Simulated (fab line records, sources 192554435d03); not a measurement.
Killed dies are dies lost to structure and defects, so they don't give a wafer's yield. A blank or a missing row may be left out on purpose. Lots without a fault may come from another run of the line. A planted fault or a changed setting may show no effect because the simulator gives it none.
fab line records | flow n5_finfet
record lots=11 wafers=33 last_day=18
route steps=1938 shown BEOL_M2@908 BEOL_M15@1805 PASSIVATION@1930
lots that met no fault: from a run of the same line without faults
start_h: hours from the record's first day to the start of the lot's first wafer shown | wait_h: hours since the lot's step before | " the same as in the row above | L1.1+2: a row that stands for several wafers | - no value, or no start given | * or withheld: withheld | < > ~ a bound
route shown NAME@n: a module of which the file shows steps, and the number in the route of the first | usual: mean/standard deviation of fault-free wafers | same: alike in all rows | chamber/n: place in a boat | sites: the reading at each site | _std_site: their standard deviation | _edge_site: outer sites' mean less inner sites' | radius_mm: how far each site lies from the wafer's centre | mask NAME#n: copy n | behind: the tool/chamber that last shaped the wafer | hold: why the lot was held/for how many hours/how that ended | device: the transistor (n, p or np) that didn't switch | end of line: the same wafers' tests at the end of the route | a step without rows: its recipe alone | killed: dies lost to structure and defects at the first sort, not the wafer's yield | map: a wafer's dies, x killed, . not, _ none there
set.NAME: the setting as run; set.NAME@STEP: as run at that earlier step | model.NAME: the simulator's own value behind a step, which no gauge read
steps of the route over a sample of lots; a table a step, a row a wafer
services: from which hour (start_h, from the record's first day; less than 0 if before it) a tool's chamber was out of use, for how many hours, and why
## steps
# step N5_BEOL_M2_SPUTTER_81
# recipe material=Cu target_thk_a=45 temp_c=-20 chamber_pressure_pa=0.07 power_w=withheld time_s=8.29
# usual throttle_valve_pct=29.8/0.92
# columns lot.wafer tool chamber start_h wait_h throttle_valve_pct
L295.2 pvd_sputter-03 - 147.35 0.1 31.1
L295.3 " - " " 31.0
L295.6 " - " " 30.0
L296.1 pvd_sputter-03 - 170.88 0.1 30.8
L296.3 " - " " 31.0
L296.6 " - " " 30.9
L298.2 pvd_sputter-01 - 172.91 0.1 30.2
L298.3 " - " " 29.2
L298.5 " - " " 30.2
L301.1 pvd_sputter-03 - 179.46 0.1 31.0
L301.2 " - " " 30.2
L301.4 " - " " 29.5
L299.1 pvd_sputter-01 - 180.46 0.1 30.4
L299.5 " - " " 30.3
L299.6 " - " " 30.1
L302.2 pvd_sputter-01 - 183.22 0.1 30.0
L302.3 " - " " 29.4
L302.4 " - " " 30.1
L304.3 pvd_sputter-03 - 201.14 0.1 29.6
L304.4 " - " " 30.4
L304.6 " - " " 30.8
L306.1 pvd_sputter-02 - 223.04 0.1 30.6
L306.3 " - " " 29.9
L306.6 " - " " 30.5
L308.1 pvd_sputter-02 - 237.69 0.1 28.5
L308.4 " - " " 30.0
L308.5 " - " " 28.9
L315.2 pvd_sputter-03 - 269.66 0.1 30.1
L315.5 " - " " 31.3
L315.6 " - " " 30.0
L317.2 pvd_sputter-03 - 283.17 0.1 30.8
L317.3 " - " " 31.2
L317.6 " - " " 30.8
# step N5_BEOL_M15_OVL_MEAS_29
# recipe points_per_wafer=44
# usual M15_OVL=-1/5.3
# columns lot.wafer tool chamber start_h wait_h M15_OVL[nm]
L295.2 overlay-02 0 272.82 0.0 7
L295.3 " 0 " " -1
L295.6 " 0 " " -1
L298.2 overlay-01 0 286.47 0.0 -6
L298.3 " 0 " " -1
L298.5 " 0 " " 0
L296.1 overlay-02 0 290.60 0.0 4
L296.3 " 0 " " -5
L296.6 " 0 " " 0
L301.1 overlay-01 0 303.85 0.0 -1
L301.2 " 0 " " -2
L301.4 " 0 " " -13
L299.1 overlay-02 0 307.76 0.0 -7
L299.5 " 0 " " -3
L299.6 " 0 " " -12
L302.2 overlay-01 0 311.94 0.0 -7
L302.3 " 0 " " -1
L302.4 " 0 " " -4
L304.3 overlay-02 0 317.63 0.0 -3
L304.4 " 0 " " -3
L304.6 " 0 " " 0
L306.1 overlay-01 0 331.72 0.0 -3
L306.3 " 0 " " 2
L306.6 " 0 " " -9
L308.1 overlay-01 0 352.55 0.0 1
L308.4 " 0 " " 13
L308.5 " 0 " " -5
L315.2 overlay-02 0 402.23 0.0 1
L315.5 " 0 " " 1
L315.6 " 0 " " -9
L317.2 overlay-02 0 405.18 0.0 0
L317.3 " 0 " " 9
L317.6 " 0 " " 4
# step N5_BEOL_M15_RS_MEAS_54
# recipe thk_meas_gauge=four-point-probe reads=Cu_of_BEOL_M15_ECD_47+Ta_of_BEOL_M15_SPUTTER_44+TaN_of_BEOL_M15_SPUTTER_43
# usual M15_RS=0.0217/0.0005
# columns lot.wafer tool chamber start_h wait_h M15_RS[ohm/sq]
L295.2 film_metro-02 - 276.20 0.1 0.0221
L295.3 " - " " 0.0217
L295.6 " - " " 0.0217
L298.2 film_metro-01 - 291.66 0.1 0.0214
L298.3 " - " " 0.0217
L298.5 " - " " 0.0216
L296.1 film_metro-02 - 295.11 0.0 0.0215
L296.3 " - " " 0.0222
L296.6 " - " " 0.0216
L301.1 film_metro-01 - 306.75 0.0 0.0218
L301.2 " - " " 0.0216
L301.4 " - " " 0.0211
L299.1 film_metro-02 - 310.56 0.0 0.0219
L299.5 " - " " 0.0219
L299.6 " - " " 0.0205
L302.2 film_metro-02 - 316.73 0.1 0.0218
L302.3 " - " " 0.0216
L302.4 " - " " 0.0216
L304.3 film_metro-01 - 320.11 0.1 0.0218
L304.4 " - " " 0.0218
L304.6 " - " " 0.0217
L306.1 film_metro-02 - 336.82 0.0 0.0219
L306.3 " - " " 0.0218
L306.6 " - " " 0.0216
L308.1 film_metro-02 - 355.16 0.0 0.0216
L308.4 " - " " 0.0221
L308.5 " - " " 0.0222
L315.2 film_metro-02 - 406.17 0.1 0.0212
L315.5 " - " " 0.0215
L315.6 " - " " 0.0205
L317.2 film_metro-01 - 407.91 0.1 0.0221
L317.3 " - " " 0.0219
L317.6 " - " " 0.0223
# step N5_PASSIVATION_ETCH_54
# recipe chemistry=CHF3/O2 target=SiO2 target_depth_a=8800 CHF3_flow_sccm=50 O2_flow_sccm=5 Ar_flow_sccm=200 time_s=440 mask_material=PR pressure_mtorr=30 source_w=650 bias_w=170 ion_energy_ev=200
# usual O2_flow_sccm=4.999/0.013 drypump_motor_current_A=6.0/0.46 oes_ar_750_au=0.80/0.076 oes_f_703_au=0.80/0.073 oes_product_au=0.80/0.079 rf_vpp_V=521/12 showerhead_plenum_p_Torr=2.40/0.075 throttle_valve_pct=18.75/0.16
# columns lot.wafer tool chamber start_h wait_h O2_flow_sccm drypump_motor_current_A oes_ar_750_au oes_f_703_au oes_product_au rf_hours_counter_h rf_vpp_V showerhead_plenum_p_Torr throttle_valve_pct
L295.2 rie_diel-02 3 290.47 0.1 4.980 6.8 0.88 0.86 0.92 12 541 2.37 18.91
L295.3 " 2 " " 4.989 5.8 0.92 0.90 0.93 21 523 2.39 18.67
L295.6 " 1 " " 4.985 6.3 0.81 0.80 0.80 - 500 2.45 18.94
L296.1 rie_diel-04 1 306.15 0.1 4.999 5.9 0.84 0.83 0.85 39 525 2.45 18.68
L296.3 " 2 " " 4.986 6.0 0.78 0.79 0.77 124 516 2.51 18.80
L296.6 " 0 " " 4.980 5.9 0.80 0.82 0.82 - 524 2.50 18.85
L298.2 rie_diel-02 1 307.15 0.1 5.006 6.3 0.80 0.80 0.79 103 501 2.45 18.94
L298.3 " 3 " " 5.010 6.8 0.87 0.84 0.90 17 542 2.37 18.90
L298.5 " 2 " " 4.989 5.9 0.92 0.90 0.93 - 522 2.39 18.69
L301.1 rie_diel-02 3 319.83 0.1 4.998 6.8 0.86 0.83 0.88 23 541 2.36 18.92
L301.2 " 0 " " 4.985 5.8 0.68 0.70 0.69 234 517 2.26 18.63
L301.4 " 2 " " 5.010 5.8 0.91 0.88 0.91 32 523 2.39 18.70
L299.1 rie_diel-04 1 322.04 0.1 4.986 5.8 0.84 0.82 0.85 45 526 2.45 18.65
L299.5 " 1 " " 4.988 5.8 0.84 0.81 0.84 - 526 2.45 18.65
L299.6 " 0 " " 4.986 5.9 0.80 0.80 0.81 - 523 2.50 18.86
L302.2 rie_diel-06 0 329.20 0.1 4.991 6.4 0.72 0.72 0.71 193 524 2.40 18.70
L302.3 " 2 " " 4.999 4.9 0.94 0.94 0.94 12 507 2.37 18.53
L302.4 " 1 " " 4.989 5.7 0.75 0.75 0.76 149 519 2.32 18.71
L304.3 rie_diel-02 1 337.39 0.1 5.000 6.4 0.79 0.78 0.78 115 501 2.44 18.96
L304.4 " 3 " " 4.986 6.8 0.85 0.82 0.88 29 544 2.36 18.93
L304.6 " 1 " " 4.995 6.3 0.78 0.78 0.79 - 501 2.44 18.96
L306.1 rie_diel-02 3 350.20 0.1 5.003 6.8 0.84 0.81 0.87 33 542 2.36 18.91
L306.3 " 1 " " 4.995 6.4 0.78 0.78 0.77 119 499 2.44 18.96
L306.6 " 1 " " 5.015 6.4 0.78 0.78 0.77 - 498 2.44 18.98
L308.1 rie_diel-06 0 366.96 0.1 4.996 6.4 0.71 0.71 0.70 205 524 2.39 18.71
L308.4 " 2 " " 5.011 4.9 0.91 0.92 0.91 25 508 2.37 18.56
L308.5 " 1 " " 5.003 5.7 0.74 0.74 0.74 - 520 2.31 18.72
L315.2 rie_diel-02 2 418.95 0.1 5.004 5.8 0.85 0.84 0.86 67 522 2.37 18.75
L315.5 " 3 " " 4.999 6.8 0.81 0.78 0.83 - 539 2.35 18.97
L315.6 " 2 " " 5.028 5.8 0.86 0.84 0.87 - 523 2.37 18.74
L317.2 rie_diel-04 0 419.47 0.1 4.985 5.9 0.76 0.77 0.78 124 522 2.48 18.91
L317.3 " 2 " " 4.986 5.9 0.75 0.76 0.75 159 515 2.50 18.89
L317.6 " 1 " " 5.010 5.8 0.79 0.78 0.80 - 526 2.44 18.71
# step N5_PASSIVATION_PROBE_49
# usual defect_limited_yield=91.5/1.4 killed_at_M0_to_M3=32/11 killed_at_M4_up=12/4.4 killed_at_contacts=13/6.1 killed_at_front_end=39/12 killed_at_other=3.9/3 killed_dies=100/17 killed_on_rim=13/3.9 killed_open=66/12 killed_short=33/7.4 sort_bin_4_leakage=0.03/0.14 sort_bin_5_function=5.0/0.95 sort_bin_6_memory=3.2/0.66 sort_bin_8_speed=0.0/0.33 sort_n_pass=1079/17 sort_yield_pct=91.4/1.5
# same gross_dies=1180 killed_at_back_side=0
# columns lot.wafer tool chamber start_h wait_h defect_limited_yield[%] killed_at_M0_to_M3 killed_at_M4_up killed_at_contacts killed_at_front_end killed_at_other killed_dies killed_on_rim killed_open killed_short sort_bin_4_leakage[%] sort_bin_5_function[%] sort_bin_6_memory[%] sort_bin_8_speed[%] sort_n_pass sort_yield_pct[%]
L315.2 prober-01 - 421.79 0.1 84.6 103 13 5 56 5 182 33 70 29 0 8.8 4.8 0 998 84.6
L315.5 prober-01 - 421.94 0.2 84.6 119 9 19 30 5 182 25 62 23 0 9.7 3.9 0 998 84.6
L315.6 prober-01 - 421.99 0.3 87.0 93 11 8 32 9 153 23 52 21 0 8.9 2.8 0.1 1027 87.0
L317.2 prober-02 - 422.30 0.1 82.9 132 7 17 38 8 202 17 64 22 0 10.4 4.5 0 978 82.9
L317.3 prober-02 - 422.35 0.1 82.7 126 10 12 46 10 204 30 68 43 0 11.0 4.1 0 976 82.7
L317.6 prober-02 - 422.50 0.3 84.9 107 13 11 33 14 178 22 57 30 0 9.5 3.6 0 1002 84.9
# killed by level:class
L315.2 BEOL_M2:unspecified=82 FIN_SAQP:geometric_particle:open=28 FIN_SAQP:geometric_particle:short=11 BEOL_M3:geometric_particle:open=8 MOL_CONTACT_COAG:geometric_particle:open=5 BEOL_M0_SAQP:geometric_particle:short=5 STI_FIN_REVEAL:geometric_particle:open=4 BEOL_M1:geometric_particle:open=4
L315.5 BEOL_M2:unspecified=95 MOL_CONTACT_COAG:geometric_particle:open=16 FIN_SAQP:geometric_particle:open=11 BEOL_M1:geometric_particle:open=10 GATE_CUT:geometric_particle:open=4 BEOL_M0_SAQP:geometric_particle:short=4 BEOL_M5:geometric_particle:short=3 STI_FIN_REVEAL:geometric_particle:open=3
L315.6 BEOL_M2:unspecified=79 FIN_SAQP:geometric_particle:open=8 FIN_SAQP:geometric_particle:short=6 STI_FIN_REVEAL:geometric_particle:open=6 MOL_CONTACT_COAG:geometric_particle:open=6 BEOL_M4:geometric_particle:open=4 MIM_TOP_ETCH:geometric_particle:open=4 STARTING-WAFER:geometric_particle:open=4
L317.2 BEOL_M2:unspecified=112 MOL_CONTACT_COAG:geometric_particle:open=14 FIN_SAQP:geometric_particle:open=10 DUMMY_GATE:geometric_particle:open=7 GATE_CUT:geometric_particle:open=6 BEOL_M1:geometric_particle:open=4 GATE_CUT:geometric_particle:short=4 BEOL_M2:geometric_particle:open=4
L317.3 BEOL_M2:unspecified=92 GATE_CUT:geometric_particle:short=9 FIN_SAQP:geometric_particle:open=8 BEOL_M2:geometric_particle:open=8 MOL_CONTACT_COAG:geometric_particle:open=8 BEOL_M0_SAQP:geometric_particle:short=8 DUMMY_GATE:geometric_particle:open=7 GATE_CUT:geometric_particle:open=7
L317.6 BEOL_M2:unspecified=89 MOL_CONTACT_COAG:geometric_particle:open=7 GATE_CUT:geometric_particle:open=6 PASS1_CAP:geometric_particle:short=6 DUMMY_GATE:geometric_particle:open=5 BEOL_M2:geometric_particle:open=5 MOL_CONTACT_COAG:geometric_particle:short=4 PASS1_CAP:geometric_particle:open=4
## services
# columns tool chamber start_h hours kind
rie_diel-04 - 137.64 1.0 repair
pvd_sputter-02 - 138.18 3.5 repair
rie_diel-02 - 158.13 14.6 pm
rie_diel-04 1 166.78 - clean
rie_diel-06 2 189.17 6.4 repair
rie_diel-06 - 195.09 0.2 repair
rie_diel-02 2 211.37 - clean
rie_diel-02 2 211.37 - consumable_replace:focus_ring
rie_diel-02 2 211.37 23.8 scheduled_down
rie_diel-02 2 211.37 23.8 vent_cycle
rie_diel-02 3 235.38 - clean
rie_diel-02 3 235.38 - consumable_replace:focus_ring
rie_diel-02 3 235.38 20.2 scheduled_down
rie_diel-02 3 235.38 20.2 vent_cycle
rie_diel-06 - 279.75 0.6 repair
pvd_sputter-02 - 339.91 4.3 repair
rie_diel-04 2 365.46 5.0 repair
rie_diel-02 0 366.23 - clean
rie_diel-02 0 366.23 - consumable_replace:focus_ring
rie_diel-02 0 366.23 18.5 scheduled_down
rie_diel-02 0 366.23 18.5 vent_cycle
rie_diel-04 - 376.07 3.0 repair
pvd_sputter-03 - 380.55 4.1 repair
rie_diel-06 2 398.58 13.6 repair
## key
first_sign step=N5_PASSIVATION_PROBE_49 reading=killed_at_M0_to_M3 direction=up sigmas=7.7 usual=32 struck=113
effect step=N5_PASSIVATION_PROBE_49 reading=killed_dies direction=up sigmas=4.9 usual=100 struck=184
more_kills_born_at N5_BEOL_M2_SPUTTER_81@pvd_sputter-03=549
met_at N5_BEOL_M2_SPUTTER_81
struck_lots L315,L317
not_acting_at N5_BEOL_M15_OVL_MEAS_29,N5_BEOL_M15_RS_MEAS_54,N5_PASSIVATION_ETCH_54
onset_between 201.14 269.66
also_fits time
fault kind=chamber_particle_source tool=pvd_sputter-03 chamber=- onset_h=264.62 steps=N5_BEOL_M2_SPUTTER_81 rate_per_visit_cm2=0.68702 end_h=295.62
